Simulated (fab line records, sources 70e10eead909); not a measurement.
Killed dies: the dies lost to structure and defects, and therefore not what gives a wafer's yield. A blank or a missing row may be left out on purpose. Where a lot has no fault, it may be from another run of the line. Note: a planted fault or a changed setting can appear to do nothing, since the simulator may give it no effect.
fab line records	flow nand_harc	part 2 of 2: steps 5 to 6 of 6
[record] lots = 21	wafers = 63	last_day = 33
route steps=1302 shown A_CHANNEL_FILL_D2@621 A_STAIRCASE@672
lots that met no fault: taken from a fault-free run of the same line
start_h: hours from the record's opening day to when the first of the lot's shown wafers began	wait_h: time in hours since the lot's previous step	" the same as in the row above	L1.1+2: one row covering several wafers at once	- no value, or no start was given	* or withheld: withheld	< > ~ a bound
route shown NAME@n: NAME is a module with steps in the file, n the number in the route of the first one	usual: average and standard deviation across the fault-free wafers	same: alike in all rows	chamber/n: place in a boat	sites: per-site readings	_std_site: standard deviation of those values	_edge_site: inner sites' mean taken away from outer sites' mean	radius_mm: how far each site lies from the wafer's centre	mask NAME#n: copy n	behind: the most recent tool/chamber to have shaped the wafer	hold: what put the lot on hold/how long, in hours/how the hold closed	device: which transistor (n, p or np) failed to switch	end of line: at the end of the route, the tests of the same wafers	a step with no rows: only its recipe	killed: count of dies lost to structure and defects at first sort (not the wafer's yield)	map: a wafer's dies, x killed, . not, _ none there
set.NAME: the setting the step ran with; set.NAME@STEP: the setting that earlier step ran with	model.NAME: the simulator's own value behind a step, which no gauge read
a sample of lots followed through the steps of the route, with each step as a table and each wafer as a row
services: from which hour (start_h, from the record's first day; less than 0 if before it) a tool's chamber was out of use, for how many hours, and why
[[steps]]
[step NHARC_A_STAIRCASE_ETCH_230]
[recipe] target_depth_a = 1000	time_s = 40.5	ion_energy_ev = 400	c4f8_flow_sccm = 20	o2_flow_sccm = 10	ar_flow_sccm = withheld	rf_w = 600	bias_w = 1000	chemistry = C4F8/O2
[usual] oes_product_au = 0.950/0.021	rf_vpp_V = 894/3.8
lot.wafer	tool	chamber	start_h	wait_h	oes_product_au	rf_hours_counter_h	rf_vpp_V
L074.3	rie_diel-12	2	-	-	0.944	18	897
L074.5	"	1	"	"	0.943	-	897
L074.6	"	2	"	"	0.942	-	896
L075.1	rie_diel-05	3	-	-	0.936	41	892
L075.6	"	0	"	"	0.931	-	894
L075.5	"	1	"	"	0.972	-	888
L076.3	rie_diel-04	2	-	-	0.965	7	901
L076.1	"	1	"	"	0.957	5	900
L076.6	"	2	"	"	0.968	-	902
L078.2	rie_diel-12	2	-	-	0.930	33	895
L078.4	"	0	"	"	0.935	38	892
L078.6	"	2	"	"	0.928	-	896
L077.4	rie_diel-05	3	-	-	0.924	52	891
L077.2	"	1	"	"	0.969	56	888
L077.6	"	3	"	"	0.931	-	892
L079.1	rie_diel-04	3	-	-	0.958	17	896
L079.2	"	1	"	"	0.945	14	901
L079.6	"	0	"	"	0.981	-	896
L081.4	rie_diel-04	0	-	-	0.975	17	897
L081.6	"	0	"	"	0.969	-	897
L081.5	"	1	"	"	0.942	-	899
L080.3	rie_diel-05	3	-	-	0.966	4	892
L080.2	"	0	"	"	0.971	4	892
L080.5	"	3	"	"	0.963	-	891
L082.2	rie_diel-05	3	-	-	0.938	7	893
L082.6	"	3	"	"	0.934	-	892
L082.4	"	0	"	"	0.924	-	892
L085.1	rie_diel-05	2	-	-	0.923	18	894
L085.3	"	1	"	"	0.927	16	888
L085.6	"	3	"	"	0.923	-	892
L086.1	rie_diel-12	1	-	-	0.985	6	896
L086.5	"	0	"	"	0.968	-	892
L086.6	"	1	"	"	0.983	-	896
L087.3	rie_diel-05	2	-	-	0.969	24	896
L087.4	"	3	"	"	0.955	23	892
L087.1	"	0	"	"	0.939	26	892
L089.3	rie_diel-12	0	-	-	0.950	16	892
L089.1	"	1	"	"	0.968	17	898
L089.2	"	2	"	"	0.926	15	896
L088.4	rie_diel-04	1	-	-	0.970	37	899
L088.3	"	0	"	"	0.963	40	896
L088.6	"	2	"	"	0.978	-	902
L091.2	rie_diel-05	1	-	-	0.954	42	887
L091.3	"	2	"	"	0.950	43	895
L091.1	"	0	"	"	0.928	38	892
L093.1	rie_diel-12	0	-	-	0.956	29	891
L093.3	"	2	"	"	0.938	32	895
L093.5	"	1	"	"	0.979	-	895
L092.2	rie_diel-12	2	-	-	0.930	33	897
L092.4	"	3	"	"	0.927	28	890
L092.6	"	3	"	"	0.929	-	889
L094.3	rie_diel-05	0	-	-	0.949	48	893
L094.4	"	2	"	"	0.956	54	893
L094.5	"	0	"	"	0.948	-	892
L095.3	rie_diel-04	2	-	-	1.001	10	901
L095.2	"	0	"	"	0.974	12	897
L095.6	"	2	"	"	0.995	-	901
L096.2	rie_diel-05	3	-	-	0.968	58	891
L096.4	"	0	"	"	0.927	54	893
L096.1	"	1	"	"	0.983	58	888
L097.4	rie_diel-12	2	-	-	0.917	-	895
L097.5	"	3	"	"	0.914	-	888
L097.6	"	1	"	"	0.958	-	894
[step NHARC_A_STAIRCASE_TRIM_231]
[recipe] time_s = 211.2	o2_flow_sccm = 500	ar_flow_sccm = 0	bias_w = 0	chemistry = O2
[usual] drypump_motor_current_A = 5.83/0.25	o2_flow_sccm = 500.1/1.4	oes_product_au = 1.002/0.016	rf_vpp_V = 57.7/0.92	showerhead_plenum_p_Torr = 3.47/0.1	throttle_valve_pct = 17.037/0.0081
lot.wafer	tool	chamber	start_h	wait_h	drypump_motor_current_A	o2_flow_sccm	oes_product_au	rf_hours_counter_h	rf_vpp_V	showerhead_plenum_p_Torr	throttle_valve_pct
L074.3	rie_diel-12	2	-	-	5.79	501.4	1.003	18	56.6	3.54	17.042
L074.5	"	3	"	"	5.58	502.2	0.979	-	57.2	3.37	17.043
L074.6	"	0	"	"	5.82	500.6	1.011	-	58.0	3.42	17.039
L075.1	rie_diel-05	0	-	-	5.42	498.0	0.985	48	57.7	3.45	17.044
L075.6	"	1	"	"	6.06	500.9	1.011	-	56.7	3.33	17.041
L075.5	"	2	"	"	6.09	501.1	1.005	-	59.4	3.50	17.035
L076.1	rie_diel-04	3	-	-	5.57	501.9	1.024	7	57.3	3.48	17.030
L076.3	"	0	"	"	5.94	497.5	1.013	5	58.2	3.56	17.046
L076.6	"	1	"	"	5.58	499.8	0.987	-	56.2	3.62	17.026
L078.2	rie_diel-12	1	-	-	5.83	499.1	0.999	39	59.6	3.54	17.030
L078.4	"	3	"	"	5.62	500.6	0.976	36	56.9	3.36	17.056
L078.6	"	1	"	"	5.80	500.0	1.011	-	55.7	3.54	17.042
L077.4	rie_diel-05	1	-	-	6.07	501.1	1.027	56	57.3	3.32	17.024
L077.2	"	3	"	"	5.77	497.8	0.985	52	57.1	3.42	17.034
L077.6	"	1	"	"	6.08	501.8	1.015	-	55.4	3.32	17.033
L079.2	rie_diel-04	0	-	-	5.92	502.5	1.022	13	55.9	3.55	17.030
L079.1	"	1	"	"	5.58	499.9	0.993	14	56.5	3.61	17.032
L079.6	"	1	"	"	5.61	500.8	0.993	-	57.5	3.61	17.035
L081.4	rie_diel-04	3	-	-	5.55	501.5	1.011	21	58.2	3.47	17.036
L081.6	"	3	"	"	5.53	498.5	1.016	-	57.3	3.47	17.047
L081.5	"	0	"	"	5.94	499.2	1.018	-	57.9	3.55	17.022
L080.3	rie_diel-05	0	-	-	5.41	500.4	0.997	4	58.1	3.44	17.040
L080.2	"	1	"	"	6.09	501.0	1.028	6	57.9	3.32	17.050
L080.5	"	0	"	"	5.42	500.6	0.995	-	57.6	3.44	17.042
L082.2	rie_diel-05	0	-	-	5.43	499.2	0.997	7	57.8	3.44	17.036
L082.4	"	0	"	"	5.43	499.5	0.992	-	57.7	3.44	17.035
L082.6	"	3	"	"	5.74	499.8	1.015	-	58.8	3.41	17.027
L085.3	rie_diel-05	2	-	-	6.08	499.0	1.008	18	57.5	3.48	17.039
L085.1	"	3	"	"	5.77	499.6	0.994	18	57.4	3.40	17.043
L085.6	"	1	"	"	6.09	502.0	1.012	-	58.7	3.31	17.038
L086.1	rie_diel-12	2	-	-	5.82	500.7	0.983	7	59.7	3.52	17.035
L086.5	"	1	"	"	5.81	502.2	1.020	-	58.6	3.52	17.030
L086.6	"	2	"	"	5.83	502.8	0.985	-	58.4	3.52	17.052
L087.3	rie_diel-05	1	-	-	6.07	499.6	1.021	24	57.6	3.31	17.034
L087.1	"	2	"	"	6.07	501.4	1.000	24	58.5	3.48	17.041
L087.4	"	0	"	"	5.41	500.0	0.986	26	60.4	3.43	17.036
L089.1	rie_diel-12	1	-	-	5.84	499.2	1.019	17	57.9	3.52	17.031
L089.3	"	2	"	"	5.80	499.7	0.985	15	56.9	3.52	17.038
L089.2	"	3	"	"	5.59	501.6	0.972	15	57.6	3.35	17.053
L088.4	rie_diel-04	2	-	-	6.26	498.5	1.004	42	57.0	3.69	17.033
L088.3	"	0	"	"	5.92	498.4	0.997	40	58.2	3.54	17.035
L088.6	"	2	"	"	6.27	497.2	1.002	-	58.1	3.69	17.039
L091.3	rie_diel-05	1	-	-	6.07	500.5	1.002	42	57.0	3.30	17.024
L091.1	"	2	"	"	6.06	499.1	1.019	43	56.9	3.47	17.043
L091.2	"	3	"	"	5.76	500.6	0.993	41	58.4	3.39	17.038
L093.3	rie_diel-12	2	-	-	5.83	502.6	0.976	32	59.8	3.51	17.048
L093.1	"	3	"	"	5.61	502.6	0.963	28	58.5	3.34	17.033
L093.5	"	2	"	"	5.82	500.4	0.978	-	57.6	3.51	17.048
L092.4	rie_diel-12	0	-	-	5.87	500.3	1.013	30	57.0	3.39	17.030
L092.2	"	1	"	"	5.84	501.6	1.033	33	55.5	3.51	17.021
L092.6	"	1	"	"	5.84	500.6	1.026	-	57.8	3.51	17.027
L094.3	rie_diel-05	2	-	-	6.07	498.4	1.011	54	57.3	3.46	17.047
L094.4	"	0	"	"	5.40	499.5	0.988	48	56.9	3.42	17.030
L094.5	"	1	"	"	6.04	499.0	1.000	-	56.5	3.30	17.038
L095.2	rie_diel-04	3	-	-	5.58	498.7	1.010	12	58.4	3.45	17.047
L095.3	"	1	"	"	5.59	501.1	1.005	10	57.5	3.59	17.049
L095.6	"	3	"	"	5.59	499.8	1.011	-	56.0	3.45	17.054
L096.2	rie_diel-05	2	-	-	6.09	500.6	1.010	60	58.0	3.46	17.043
L096.1	"	3	"	"	5.75	500.2	1.014	58	57.6	3.38	17.035
L096.4	"	1	"	"	6.08	498.4	1.002	58	55.7	3.29	17.050
L097.6	rie_diel-12	1	-	-	5.83	498.9	1.003	-	57.0	3.50	17.045
L097.4	"	2	"	"	5.79	499.8	0.962	-	57.8	3.50	17.039
L097.5	"	3	"	"	5.59	497.6	0.964	-	57.0	3.33	17.040
[[services]]
tool	chamber	start_h	hours	kind
rie_diel-06	-	307.20	9.0	pm
rie_diel-04	1	318.80	8.2	repair
rie_diel-04	-	355.26	9.0	pm
rie_diel-06	2	366.41	7.5	repair
rie_diel-02	2	374.56	2.3	repair
rie_diel-02	3	379.34	8.6	repair
rie_diel-02	-	393.70	9.0	pm
rie_diel-05	-	406.62	9.0	pm
rie_diel-02	1	406.78	1.4	repair
rie_diel-02	-	409.59	0.2	repair
rie_diel-06	3	426.80	3.0	repair
rie_diel-05	1	434.90	8.5	repair
rie_diel-12	1	436.89	4.7	repair
rie_diel-02	0	446.74	13.2	repair
rie_diel-12	-	447.69	9.0	pm
rie_diel-06	1	472.58	11.6	repair
rie_diel-06	-	484.20	9.0	pm
rie_diel-05	0	488.97	8.7	repair
rie_diel-04	-	532.26	9.0	pm
rie_diel-06	0	543.21	3.0	repair
rie_diel-02	1	544.54	2.0	repair
rie_diel-06	0	563.32	18.0	repair
rie_diel-12	0	576.81	15.6	repair
rie_diel-05	-	583.62	9.0	pm
